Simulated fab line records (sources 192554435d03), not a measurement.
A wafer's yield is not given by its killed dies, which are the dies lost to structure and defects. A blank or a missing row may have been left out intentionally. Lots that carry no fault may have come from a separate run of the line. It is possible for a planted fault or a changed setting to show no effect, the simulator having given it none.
Matching of chambers / flow n5-finfet / N5_MOL_CONTACT_COAG_ALD_123 on ald-sin-01 has 4 sister chambers
The step deposits SiNx, target thk 5 nm, pulse time 1 s, purge time 2 s. 4 wafers are shown with their chamber, then 11 later ones without.

## WAFERS, EACH WITH ITS CHAMBER
wafer=L085.5; chamber=2; heater-power-w (W)=867
wafer=L085.6; chamber=3; heater-power-w (W)=858
wafer=L088.5; chamber=1; heater-power-w (W)=895
wafer=L089.1; chamber=0; heater-power-w (W)=946

## WAFERS MISSING THEIR CHAMBER
wafer=L089.2; heater-power-w (W)=852
wafer=L089.3; heater-power-w (W)=844
wafer=L089.4; heater-power-w (W)=887
wafer=L089.5; heater-power-w (W)=848
wafer=L089.6; heater-power-w (W)=930
wafer=L091.2; heater-power-w (W)=860
wafer=L091.5; heater-power-w (W)=903
wafer=L091.6; heater-power-w (W)=847
wafer=L097.1; heater-power-w (W)=849
wafer=L097.3; heater-power-w (W)=907
wafer=L097.6; heater-power-w (W)=849

## WHICH CHAMBER EACH ONE RAN IN
wafer=L089.2; from the rows above=can't be placed: 3 or 2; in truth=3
wafer=L089.3; from the rows above=can't be placed: 3 or 2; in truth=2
wafer=L089.4; from the rows above=can't be placed: 1 or 2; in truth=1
wafer=L089.5; from the rows above=can't be placed: 3 or 2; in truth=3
wafer=L089.6; from the rows above=can't be placed: 0 or 1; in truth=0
wafer=L091.2; from the rows above=can't be placed: 3 or 2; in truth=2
wafer=L091.5; from the rows above=1; in truth=1
wafer=L091.6; from the rows above=can't be placed: 3 or 2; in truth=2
wafer=L097.1; from the rows above=can't be placed: 3 or 2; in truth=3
wafer=L097.3; from the rows above=1; in truth=1
wafer=L097.6; from the rows above=can't be placed: 3 or 2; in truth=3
Placed correctly: 2 of 11. From these rows, 9 cannot be placed; in 9 the true chamber is one of the candidates. Placed wrongly: 0.
How it was worked out, from the rows above alone: a wafer's distance from a chamber is the root of the sum, over the readings, of the square of ((its reading less the chamber's mean) divided by the reading's scatter). If the next closest chamber is less than 2 further off than the closest, the wafer can't be placed; otherwise it belongs to the closest. The mean given for a chamber averages the wafers shown for that chamber. The scatter: root of mean squared gap, hidden wafer to nearest shown wafer, with one shown wafer a chamber.
